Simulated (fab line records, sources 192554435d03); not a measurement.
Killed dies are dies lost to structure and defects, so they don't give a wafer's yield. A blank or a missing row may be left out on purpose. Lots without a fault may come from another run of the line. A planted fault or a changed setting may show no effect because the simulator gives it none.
fab line records | flow n5_finfet
record lots=6 wafers=18 last_day=18
route steps=1938 shown BEOL_M3@1015 BEOL_M4@1021
lots that met no fault: from a run of the same line without faults
start_h: hours from the record's first day to the start of the lot's first wafer shown | wait_h: hours since the lot's step before | " the same as in the row above | L1.1+2: a row that stands for several wafers | - no value, or no start given | * or withheld: withheld | < > ~ a bound
route shown NAME@n: a module of which the file shows steps, and the number in the route of the first | usual: mean/standard deviation of fault-free wafers | same: alike in all rows | chamber/n: place in a boat | sites: the reading at each site | _std_site: their standard deviation | _edge_site: outer sites' mean less inner sites' | radius_mm: how far each site lies from the wafer's centre | mask NAME#n: copy n | behind: the tool/chamber that last shaped the wafer | hold: why the lot was held/for how many hours/how that ended | device: the transistor (n, p or np) that didn't switch | end of line: the same wafers' tests at the end of the route | a step without rows: its recipe alone | killed: dies lost to structure and defects at the first sort, not the wafer's yield | map: a wafer's dies, x killed, . not, _ none there
set.NAME: the setting as run; set.NAME@STEP: as run at that earlier step | model.NAME: the simulator's own value behind a step, which no gauge read
lots at some steps of the route; a table a step, a row a wafer
services: from which hour (start_h, from the record's first day; less than 0 if before it) a tool's chamber was out of use, for how many hours, and why
## steps
# step N5_BEOL_M3_PRE_CLEAN_60
# recipe gas=NH3/H2 time_s=15 temp_c=* rf_power_w=300
# usual heater_power_w=84/11
# columns lot.wafer tool chamber start_h wait_h heater_power_w
L594.3 cvd_co-02 0 161.57 0.1 86
L594.5 " 2 " " 90
L594.6 " 0 " " 86
L595.1 cvd_co-01 2 171.27 0.0 91
L595.3 " 0 " " 93
L595.4 " 1 " " 65
L599.2 cvd_co-02 2 208.75 0.1 92
L599.4 " 1 " " 71
L599.6 " 2 " " 93
L601.1 cvd_co-01 0 212.13 0.0 93
L601.3 " 2 " " 92
L601.4 " 0 " " 95
L609.1 cvd_co-02 1 260.05 0.0 71
L609.3 " 0 " " 88
L609.6 " 0 " " 89
L614.1 cvd_co-01 1 300.17 0.0 64
L614.2 " 2 " " 91
L614.6 " 2 " " 93
# step N5_BEOL_M3_CO_CAP_55
# recipe material=Co target_thk_a=20 temp_c=200 precursor=CCTBA/H2 pressure_torr=30 time_s=102.1
# usual heater_power_w=235/14
# columns lot.wafer tool chamber start_h wait_h heater_power_w
L594.3 cvd_co-02 0 161.64 0.1 233
L594.5 " 2 " " 245
L594.6 " 0 " " 242
L595.1 cvd_co-01 2 171.31 0.0 247
L595.3 " 0 " " 245
L595.4 " 1 " " 212
L599.2 cvd_co-02 2 208.79 0.0 245
L599.4 " 1 " " 215
L599.6 " 2 " " 242
L601.1 cvd_co-01 0 212.17 0.0 243
L601.3 " 2 " " 245
L601.4 " 0 " " 245
L609.1 cvd_co-02 1 260.09 0.0 219
L609.3 " 0 " " 250
L609.6 " 0 " " 242
L614.1 cvd_co-01 1 300.21 0.0 207
L614.2 " 2 " " 247
L614.6 " 2 " " 243
# step N5_BEOL_M3_PRE_CLEAN_56
# recipe gas=NH3 time_s=15 temp_c=withheld rf_power_w=300
# step N5_BEOL_M3_DEP_57
# recipe material=SiCN target_thk_a=80 temp_c=withheld precursor=3MS/NH3 pressure_torr=3 rf_w=202 time_s=14
# usual showerhead_plenum_p_Torr=3.666/0.013 throttle_valve_pct=9.2/0.41
# columns lot.wafer tool chamber start_h wait_h showerhead_plenum_p_Torr throttle_valve_pct
L594.3 pecvd-01 1 161.77 0.0 3.644 9.5
L594.5 " 2 " " 3.675 10.1
L594.6 " 0 " " 3.660 9.8
L595.1 pecvd-04 2 171.43 0.0 3.682 8.2
L595.3 " 0 " " 3.676 9.2
L595.4 " 2 " " 3.673 8.3
L599.2 pecvd-01 0 208.92 0.0 3.659 9.7
L599.4 " 1 " " 3.648 9.5
L599.6 " 1 " " 3.647 9.5
L601.1 pecvd-03 1 212.29 0.0 3.687 9.3
L601.3 " 0 " " 3.662 9.3
L601.4 " 1 " " 3.687 9.2
L609.1 pecvd-03 1 260.20 0.0 3.686 9.2
L609.3 " 0 " " 3.670 9.1
L609.6 " 0 " " 3.671 9.0
L614.1 pecvd-03 2 300.33 0.0 3.650 9.0
L614.2 " 0 " " 3.662 9.2
L614.6 " 1 " " 3.690 9.1
# step N5_BEOL_M3_RS_MEAS_58
# recipe thk_meas_gauge=four-point-probe reads=Co_of_BEOL_M3_CO_CAP_55+Cu_of_BEOL_M3_ECD_50+Co_of_BEOL_M3_CVD_47+TaN_of_BEOL_M3_ALD_84
# usual M3_RS=0.662/0.029
# columns lot.wafer tool chamber start_h wait_h M3_RS[ohm/sq]
L594.3 film_metro-01 - 161.84 0.1 0.667
L594.5 " - " " 0.634
L594.6 " - " " 0.627
L595.1 film_metro-01 - 171.50 0.0 0.649
L595.3 " - " " 0.669
L595.4 " - " " 0.642
L599.2 film_metro-02 - 209.01 0.1 0.704
L599.4 " - " " 0.638
L599.6 " - " " 0.666
L601.1 film_metro-01 - 212.35 0.0 0.699
L601.3 " - " " 0.691
L601.4 " - " " 0.623
L609.1 film_metro-01 - 260.27 0.0 0.691
L609.3 " - " " 0.677
L609.6 " - " " 0.647
L614.1 film_metro-01 - 300.39 0.0 0.702
L614.2 " - " " 0.685
L614.6 " - " " 0.652
# step N5_BEOL_M3_INSPECT_59
# recipe inspect_instrument=darkfield mode=post_dep
# usual raw_defect_count=68/25
# columns lot.wafer tool chamber start_h wait_h raw_defect_count
L594.3 defect_inspect-02 - 161.86 0.0 31
L594.5 " - " " 30
L594.6 " - " " 45
L595.1 defect_inspect-02 - 171.52 0.0 55
L595.3 " - " " 44
L595.4 " - " " 45
L599.2 defect_inspect-01 - 209.03 0.0 71
L599.4 " - " " 49
L599.6 " - " " 38
L601.1 defect_inspect-02 - 212.38 0.0 61
L601.3 " - " " 62
L601.4 " - " " 93
L609.1 defect_inspect-01 - 260.30 0.0 121
L609.3 " - " " 78
L609.6 " - " " 96
L614.1 defect_inspect-02 - 300.42 0.0 82
L614.2 " - " " 71
L614.6 " - " " 66
# step N5_BEOL_M4_ILD_DEP_00
# recipe material=SiOC target_thk_a=790 temp_c=350 precursor=DEMS/O2 pressure_torr=5 rf_w=500 time_s=15.3
# step N5_BEOL_M4_THK_MEAS_01
# recipe reads=SiOC_of_BEOL_M4_ILD_DEP_00
# usual M4_ILD_THK=78.6/0.97
# columns lot.wafer tool chamber start_h wait_h M4_ILD_THK[nm]
L594.3 film_metro-02 - 161.97 0.1 77.7
L594.5 " - " " 78.7
L594.6 " - " " 79.6
L595.1 film_metro-02 - 171.63 0.0 77.6
L595.3 " - " " 77.4
L595.4 " - " " 77.9
L599.2 film_metro-01 - 209.13 0.1 77.0
L599.4 " - " " 79.0
L599.6 " - " " 78.3
L601.1 film_metro-02 - 212.49 0.0 77.6
L601.3 " - " " 77.9
L601.4 " - " " 79.2
L609.1 film_metro-01 - 260.40 0.0 79.0
L609.3 " - " " 78.5
L609.6 " - " " 78.7
L614.1 film_metro-01 - 300.52 0.0 78.1
L614.2 " - " " 78.8
L614.6 " - " " 79.5
# step N5_BEOL_M4_PECVD_72
# recipe material=SiO2 target_thk_a=160 temp_c=400 precursor=TEOS/O2 pressure_torr=5.5 rf_w=450 teos_flow_sccm=53.8 gas=O2 flow_sccm=3000 time_s=18
# usual heater_power_w=725/97 showerhead_plenum_p_Torr=8.77/0.042 throttle_valve_pct=22.8/1.3
# columns lot.wafer tool chamber start_h wait_h heater_power_w showerhead_plenum_p_Torr throttle_valve_pct
L594.3 pecvd-02 1 162.00 0.0 571 8.74 21.8
L594.5 " 0 " " 850 8.80 23.0
L594.6 " 1 " " 553 8.75 21.8
L595.1 pecvd-02 1 171.66 0.0 633 8.73 21.5
L595.3 " 2 " " 615 8.82 21.1
L595.4 " 1 " " 646 8.72 21.4
L599.2 pecvd-01 0 209.17 0.0 772 8.75 24.4
L599.4 " 1 " " 685 8.73 23.5
L599.6 " 0 " " 759 8.74 24.6
L601.1 pecvd-04 0 212.53 0.0 817 8.80 23.2
L601.3 " 1 " " 681 8.74 23.0
L601.4 " 2 " " 729 8.84 21.2
L609.1 pecvd-01 0 260.44 0.0 779 8.76 24.8
L609.3 " 2 " " 699 8.78 21.6
L609.6 " 2 " " 707 8.82 21.6
L614.1 pecvd-02 2 300.56 0.0 691 8.81 21.4
L614.2 " 1 " " 600 8.73 21.5
L614.6 " 2 " " 695 8.82 21.6
# step N5_BEOL_M4_HM_DEP_02
# recipe material=TiN target_thk_a=200 temp_c=25 chamber_pressure_pa=0.49996
# usual throttle_valve_pct=29.7/1
# columns lot.wafer tool chamber start_h wait_h throttle_valve_pct
L594.3 pvd_sputter-01 - 163.76 1.7 28.9
L594.5 " - " " 30.0
L594.6 " - " " 28.9
L595.1 pvd_sputter-02 - 172.07 0.4 27.8
L595.3 " - " " 30.0
L595.4 " - " " 30.7
L599.2 pvd_sputter-02 - 211.06 1.9 29.7
L599.4 " - " " 27.6
L599.6 " - " " 29.8
L601.1 pvd_sputter-03 - 214.30 1.8 31.4
L601.3 " - " " 29.5
L601.4 " - " " 28.7
L609.1 pvd_sputter-02 - 260.96 0.5 30.6
L609.3 " - " " 27.5
L609.6 " - " " 28.0
L614.1 pvd_sputter-03 - 301.84 1.3 31.3
L614.2 " - " " 28.7
L614.6 " - " " 31.3
# step N5_BEOL_M4_COAT_61
# recipe resist=SOC temp_c=250 time_s=60 spin_rpm=1500 resist_thk_nm=60
# step N5_BEOL_M4_COAT_62
# recipe resist=SiARC temp_c=220 time_s=60 spin_rpm=1500 resist_thk_nm=12
# step N5_BEOL_M4_COAT_73
# recipe resist=underlayer temp_c=205 time_s=60 spin_rpm=1500 resist_thk_nm=5
# usual dispense_pressure_kPa=46/3.4 exhaust_pa=44.9/1.1 spin_speed_rpm=1500.0/1.1
# columns lot.wafer tool chamber start_h wait_h dispense_pressure_kPa exhaust_pa spin_speed_rpm
L594.3 litho_track-01 0 163.90 - 48 46.4 1503.3
L594.5 " 0 " " 48 45.7 1500.5
L594.6 " 0 " " 48 45.6 1500.3
L595.1 litho_track-05 0 172.20 - 41 43.4 1499.8
L595.3 " 0 " " 41 44.6 1501.6
L595.4 " 0 " " 41 43.8 1500.4
L599.2 litho_track-05 0 211.20 - 41 44.9 1457.7
L599.4 " 0 " " 41 47.3 1456.7
L599.6 " 0 " " 41 46.6 1456.3
L601.1 litho_track-05 0 214.43 - 41 45.8 1457.6
L601.3 " 0 " " 41 45.7 1458.6
L601.4 " 0 " " 41 45.7 1457.0
L609.1 litho_track-04 0 261.09 - 49 43.9 1500.1
L609.3 " 0 " " 49 43.8 1499.3
L609.6 " 0 " " 49 44.1 1500.1
L614.1 litho_track-01 0 301.97 - 48 45.0 1500.0
L614.2 " 0 " " 48 44.1 1498.7
L614.6 " 0 " " 48 44.2 1498.3
# step N5_BEOL_M4_COAT_05
# recipe resist=CAR-EUV spin_rpm=1500 resist_thk_nm=30
# step N5_BEOL_M4_EBR_07
# recipe solvent=PGMEA ebr_width_mm=1.5
# step N5_BEOL_M4_SOFTBAKE_06
# recipe temp_c=110 time_s=60 resist=CAR-EUV
# step N5_BEOL_M4_EXPOSE_08
# recipe mask_id=M4 na=0.33 source_shape=dipole sigma_inner=0.369 sigma_outer=0.767 polarization=unpolarized dose_mj=41.25
# step N5_BEOL_M4_PEB_09
# recipe peb_temp_c=100 peb_time_s=60 resist=CAR-EUV
# step N5_BEOL_M4_DEVELOP_10
# recipe develop_time_s=30 developer=TMAH resist=CAR-EUV rinse_liquid=surfactant_rinse dry=air_spin dev_temp_c=23
# step N5_BEOL_M4_CD_MEAS_11
# recipe target_cd_nm=16.79 landing_energy_ev=500 detector=se_inlens polarity=opening
# usual cd_nm=16.83/0.23
# columns lot.wafer tool chamber start_h wait_h cd_nm
L594.3 cd_sem-02 0 164.29 - 16.76
L594.5 " 0 " " 16.72
L594.6 " 0 " " 16.91
L595.1 cd_sem-01 0 172.59 - 16.79
L595.3 " 0 " " 16.80
L595.4 " 0 " " 16.81
L599.2 cd_sem-03 0 211.46 - 16.47
L599.4 " 0 " " 17.19
L599.6 " 0 " " 16.89
L601.1 cd_sem-01 0 214.69 - 17.37
L601.3 " 0 " " 16.70
L601.4 " 0 " " 16.79
L609.1 cd_sem-01 0 261.48 - 17.10
L609.3 " 0 " " 17.05
L609.6 " 0 " " 16.69
L614.1 cd_sem-03 0 302.23 - 16.87
L614.2 " 0 " " 17.04
L614.6 " 0 " " 16.84
# step N5_BEOL_M4_OVL_MEAS_12
# recipe points_per_wafer=522
# usual M4_OVL=-0.2/0.65
# columns lot.wafer tool chamber start_h wait_h M4_OVL[nm]
L594.3 overlay-02 0 164.33 0.0 0.1
L594.5 " 0 " " -0.6
L594.6 " 0 " " 1.0
L595.1 overlay-02 0 172.62 0.0 -0.2
L595.3 " 0 " " 0.2
L595.4 " 0 " " -0.3
L599.2 overlay-02 0 211.49 0.0 -0.3
L599.4 " 0 " " -0.9
L599.6 " 0 " " -1.5
L601.1 overlay-01 0 214.72 0.0 0.2
L601.3 " 0 " " -0.7
L601.4 " 0 " " -1.0
L609.1 overlay-02 0 261.51 0.0 0.2
L609.3 " 0 " " -0.8
L609.6 " 0 " " -0.9
L614.1 overlay-01 0 302.26 0.0 -0.5
L614.2 " 0 " " -0.5
L614.6 " 0 " " -1.0
# step N5_BEOL_M4_INSPECT_13
# recipe mode=adi inspect_instrument=brightfield
# usual raw_defect_count=433/100
# columns lot.wafer tool chamber start_h wait_h raw_defect_count
L594.3 defect_inspect-01 - 164.38 0.0 221
L594.5 " - " " 205
L594.6 " - " " 289
L595.1 defect_inspect-02 - 172.68 0.1 341
L595.3 " - " " 351
L595.4 " - " " 344
L599.2 defect_inspect-01 - 211.55 0.0 532
L599.4 " - " " 405
L599.6 " - " " 418
L601.1 defect_inspect-01 - 214.78 0.1 554
L601.3 " - " " 712
L601.4 " - " " 525
L609.1 defect_inspect-01 - 261.56 0.1 561
L609.3 " - " " 570
L609.6 " - " " 440
L614.1 defect_inspect-01 - 302.32 0.1 295
L614.2 " - " " 410
L614.6 " - " " 323
# step N5_BEOL_M4_DESCUM_16
# recipe chemistry=O2 time_s=7 source_power_w=50 bias_power_w=20 pressure_mtorr=20 rf_frequency_hz=2.712e+07 temp_c=40 resist=CAR-EUV o2_flow_sccm=225
# step N5_BEOL_M4_ETCH_74
# recipe chemistry=N2/H2 target=underlayer target_depth_a=65 mask_material=CAR-EUV time_s=5.2 ion_energy_ev=200 pressure_mtorr=30 source_w=840 bias_w=150 n2_flow_sccm=200 h2_flow_sccm=200 ends=cleared
# usual drypump_motor_current_A=5.8/0.39 etch_rf_on_time_s=5.22/0.075 oes_product_au=0.66/0.077 rf_vpp_V=522.2/2.7 showerhead_plenum_p_Torr=2.48/0.072 throttle_valve_pct=18.0/0.32
# columns lot.wafer tool chamber start_h wait_h drypump_motor_current_A etch_rf_on_time_s oes_product_au rf_hours_counter_h rf_vpp_V showerhead_plenum_p_Torr throttle_valve_pct model.etch.depth_nm
L594.3 rie_diel-02 0 164.48 0.0 5.9 5.41 0.58 209 520.8 2.41 18.1 4.979
L594.5 " 2 " " 6.2 5.19 0.65 - 526.6 2.64 18.2 4.971
L594.6 " 1 " " 5.0 5.21 0.61 - 520.9 2.43 17.8 4.978
L595.1 rie_diel-06 3 172.75 0.0 6.2 5.25 0.65 159 519.9 2.44 17.9 5.001
L595.3 " 2 " " 5.9 5.15 0.82 12 522.7 2.49 17.3 5.01
L595.4 " 1 " " 6.0 5.20 0.63 168 523.0 2.54 18.2 5.014
L599.2 rie_diel-05 2 211.62 0.0 6.3 5.23 0.78 15 524.8 2.60 17.8 5.099
L599.4 " 3 " " 5.8 5.20 0.61 229 524.6 2.50 17.9 5.101
L599.6 " 0 " " 5.7 5.23 0.71 - 521.9 2.47 17.7 5.084
L601.1 rie_diel-06 0 214.85 0.0 5.8 5.31 0.77 34 521.5 2.48 17.7 5.082
L601.3 " 2 " " 5.9 5.26 0.79 25 522.5 2.48 17.4 5.07
L601.4 " 3 " " 6.1 5.30 0.63 174 523.3 2.43 17.9 5.068
L609.1 rie_diel-02 0 261.65 0.0 5.9 5.40 0.58 244 520.5 2.39 18.1 5.009
L609.3 " 3 " " 6.2 5.20 0.59 225 518.5 2.41 18.4 5.021
L609.6 " 2 " " 6.2 5.26 0.61 - 524.9 2.62 18.3 5.021
L614.1 rie_diel-02 2 302.39 0.0 6.2 5.25 0.61 228 524.8 2.62 18.3 4.984
L614.2 " 1 " " 5.0 5.31 0.59 229 518.8 2.41 17.9 4.981
L614.6 " 2 " " 6.2 5.23 0.60 - 527.6 2.62 18.3 4.983
# step N5_BEOL_M4_ETCH_63
# recipe chemistry=CF4 target=SiARC target_depth_a=156 mask_material=CAR-EUV time_s=26 ion_energy_ev=80 pressure_mtorr=40 source_w=545 bias_w=36 Ar_flow_sccm=100 cf4_flow_sccm=100 ends=cleared
# step N5_BEOL_M4_RC_MEAS_101
# usual DIBL_N=36.4/1.3 DIBL_P=36.5/1.7 IOFF_N=0.154/0.022 IOFF_P=0.202/0.025 ION_N=671/9.8 ION_P=460/6.8 SS_N=71.6/0.54 SS_P=73.4/0.58 VT_N=250.9/2.8 VT_P=-251.4/2.7
# columns lot.wafer tool chamber start_h wait_h DIBL_N[mV/V] DIBL_P[mV/V] IOFF_N[nA/um] IOFF_P[nA/um] ION_N[uA/um] ION_P[uA/um] SS_N[mV/dec] SS_P[mV/dec] VT_N[mV] VT_P[mV]
L594.3 prober-02 0 175.91 0.3 38.6 38.6 0.195 0.227 683 461 72.3 74.1 248.4 -252.8
L594.5 " 0 " " 36.7 36.6 0.159 0.193 674 454 71.5 73.1 252.6 -253.6
L594.6 " 0 " " 35.7 35.6 0.140 0.183 666 453 71.4 73.6 252.6 -255.7
L595.1 prober-02 0 182.05 0.0 35.6 34.8 0.114 0.141 656 448 71.0 72.6 256.6 -257.9
L595.3 " 0 " " 36.8 36.3 0.133 0.159 660 445 71.6 73.6 257.2 -259.5
L595.4 " 0 " " 35.9 34.8 0.112 0.137 650 440 72.0 73.6 257.9 -257.8
L599.2 prober-02 0 220.21 0.2 35.4 34.7 0.159 0.178 672 452 71.6 72.9 248.4 -255.8
L599.4 " 0 " " 33.8 32.9 0.127 0.165 652 446 70.9 73.0 254.4 -255.9
L599.6 " 0 " " 37.1 37.2 0.187 0.216 674 457 72.1 73.8 248.1 -253.4
L601.1 prober-01 0 224.24 0.0 37.1 38.2 0.170 0.210 677 459 72.1 73.5 248.3 -252.3
L601.3 " 0 " " 37.0 38.3 0.168 0.211 666 455 72.5 73.1 251.1 -252.3
L601.4 " 0 " " 35.2 36.1 0.137 0.183 666 459 71.1 72.8 250.0 -251.6
L609.1 prober-01 0 268.26 0.0 36.6 37.4 0.153 0.212 674 459 71.7 73.6 252.2 -250.5
L609.3 " 0 " " 35.0 34.5 0.117 0.174 641 448 71.2 72.7 256.2 -253.7
L609.6 " 0 " " 37.1 36.2 0.148 0.200 662 452 72.0 73.3 255.1 -250.5
L614.1 prober-01 0 310.67 0.0 33.7 33.9 0.121 0.185 672 463 70.7 72.6 252.3 -248.9
L614.2 " 0 " " 34.9 35.8 0.146 0.217 684 471 71.2 73.6 250.0 -247.5
L614.6 " 0 " " 34.2 34.5 0.128 0.194 663 464 70.9 72.4 251.7 -248.6
## services
# columns tool chamber start_h hours kind
cvd_co-02 - 140.76 6.0 pm
cvd_co-02 1 147.47 14.9 repair
rie_diel-05 0 158.30 8.1 repair
rie_diel-02 2 180.54 3.9 repair
rie_diel-05 3 185.11 4.9 repair
pecvd-02 - 201.61 23.4 repair
pecvd-01 2 202.42 - clean
pecvd-01 2 202.42 - consumable_replace:showerhead
pecvd-01 2 202.42 29.0 scheduled_down
pecvd-01 2 202.42 29.0 vent_cycle
rie_diel-06 2 209.85 1.5 repair
pvd_sputter-02 - 222.72 1.7 repair
cvd_co-02 - 226.67 6.9 pm
pecvd-01 - 240.01 0.7 repair
rie_diel-02 - 243.77 0.4 repair
rie_diel-05 0 246.43 14.1 repair
rie_diel-06 1 249.84 9.5 repair
pecvd-03 - 255.30 4.5 repair
pecvd-02 - 256.26 0.7 repair
cvd_co-01 1 260.99 2.6 repair
rie_diel-06 0 274.73 1.6 repair
pecvd-01 1 275.40 12.4 repair
rie_diel-06 0 276.83 7.2 repair
rie_diel-02 0 286.55 12.4 repair
## key
first_sign step=N5_BEOL_M4_COAT_73 reading=spin_speed_rpm direction=down sigmas=39 usual=* struck=*
effect none on later readings
model_effect step=N5_BEOL_M4_ETCH_74 value=etch.depth_nm without=5.01 struck=5.084
met_at N5_BEOL_M4_COAT_73
struck_wafers L599.2,L599.4,L599.6,L601.1,L601.3,L601.4
onset_between 172.20 211.20
fault kind=process_parameter_drift tool=litho_track-05 chamber=- onset_h=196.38 steps=N5_BEOL_M4_COAT_73 channel=spin_rpm offset=* shape=step end_h=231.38 acts_in=* stated=*
